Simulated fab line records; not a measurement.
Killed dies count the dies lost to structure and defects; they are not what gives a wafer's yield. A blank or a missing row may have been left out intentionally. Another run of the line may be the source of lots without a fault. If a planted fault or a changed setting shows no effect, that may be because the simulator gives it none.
One fault through the eyes of 2 desks || flow n5Finfet || each desk holds nothing but its own numbers, with what lay behind them at the end

THE METROLOGY DESK
What the gauges read, lot by lot, whatever tool the lot ran on: means of the sampled wafers that have a number. If a lot's mean is further than 4 standard deviations from the usual mean, the lot is out of limits and carries the mark OUT (the distance appears in the brackets). Of its 12 readings 7 are shown: those that lie furthest out on some lot.
Columns: A = DIBL_N at N5_BEOL_M4_RC_MEAS_101, usual 36.5 mV/V; B = DIBL_P at N5_BEOL_M4_RC_MEAS_101, usual 36.6 mV/V; C = IOFF_P at N5_BEOL_M4_RC_MEAS_101, usual 0.21 nA/um; D = ION_N at N5_BEOL_M4_RC_MEAS_101, usual 674 uA/um; E = ION_P at N5_BEOL_M4_RC_MEAS_101, usual 460 uA/um; F = SS_P at N5_BEOL_M4_RC_MEAS_101, usual 73.4 mV/dec; G = VT_P at N5_BEOL_M4_RC_MEAS_101, usual -250 mV
{"lot": "L708", "first seen here": "day 1 20:37", "A": 34.4, "B": 33.0, "C": 0.20, "D": 681, "E": 470, "F": 72.8, "G": -249}
{"lot": "L710", "first seen here": "day 2 09:04", "A": 36.3, "B": 36.4, "C": 0.21, "D": 665, "E": 454, "F": 74.1, "G": -252}
{"lot": "L714", "first seen here": "day 3 09:13", "A": 36.1, "B": 36.9, "C": 0.22, "D": 685, "E": 467, "F": 73.3, "G": -249}
{"lot": "L715", "first seen here": "day 3 15:49", "A": 36.0, "B": 36.3, "C": 0.26, "D": 696, "E": 482, "F": 73.5, "G": -243}
{"lot": "L716", "first seen here": "day 3 21:11", "A": 36.4, "B": 36.2, "C": 0.20, "D": 675, "E": 459, "F": 73.3, "G": -252}
{"lot": "L728", "first seen here": "day 6 20:58", "A": 35.8, "B": 35.9, "C": 0.20, "D": 668, "E": 455, "F": 74.0, "G": -254}
{"lot": "L729", "first seen here": "day 7 03:23", "A": 35.5, "B": 36.3, "C": 0.23, "D": 674, "E": 466, "F": 73.1, "G": -246}
{"lot": "L730", "first seen here": "day 7 08:40", "A": 37.4, "B": 36.8, "C": 0.23, "D": 664, "E": 460, "F": 73.4, "G": -249}
{"lot": "L731", "first seen here": "day 7 14:53", "A": 35.7, "B": 35.4, "C": 0.20, "D": 661, "E": 454, "F": 72.3, "G": -251}
This desk's verdict: no lot among the 9 shows anything out of limits.

FOR THE TOOL OWNER'S DESK: lithoTrack-05
The tool's own readings at N5_FIN_SAQP_COAT_50 (time 60 s, resist thk 35 nm): means of the sampled wafers that have a number, for each lot that ran on this tool. If a lot's mean is further than 4 standard deviations from the usual mean, the lot is out of limits and carries the mark OUT (the distance appears in the brackets).
Columns: A = spinSpeedRpm at N5_FIN_SAQP_COAT_50, usual 1499.8 rpm
{"lot": "L710", "first seen here": "day 2 09:28", "A": 1498.9}
{"lot": "L714", "first seen here": "day 3 09:32", "A": 1499.2}
{"lot": "L715", "first seen here": "day 3 16:08", "A": "1190.7 (-99 or more) OUT"}
{"lot": "L716", "first seen here": "day 3 21:35", "A": "1192.0 (-99 or more) OUT"}
{"lot": "L729", "first seen here": "day 7 03:47", "A": 1500.8}
This desk's verdict: out of limits on L715, L716, starting with L715 at day 3 16:08 (spinSpeedRpm at N5_FIN_SAQP_COAT_50). In limits: L710, L714, L729.

TAKEN TOGETHER
On L715, L716, at day 3 16:08, an alarm was possible from the tool owner's desk.
At the metrology desk, nothing out of limits was observed.
The metrology desk holds a record of L715, L716, inside its limits.
All the named lots went through N5_FIN_SAQP_COAT_50 on lithoTrack-05.

WHAT THE SIMULATOR HAD INSERTED
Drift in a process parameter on lithoTrack-05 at N5_FIN_SAQP_COAT_50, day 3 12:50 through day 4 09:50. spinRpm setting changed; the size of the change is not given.
Shown lots that were struck: L715, L716.
How many hours passed from the start of the fault until each desk's first out-of-limits reading: the tool owner's desk, 3.
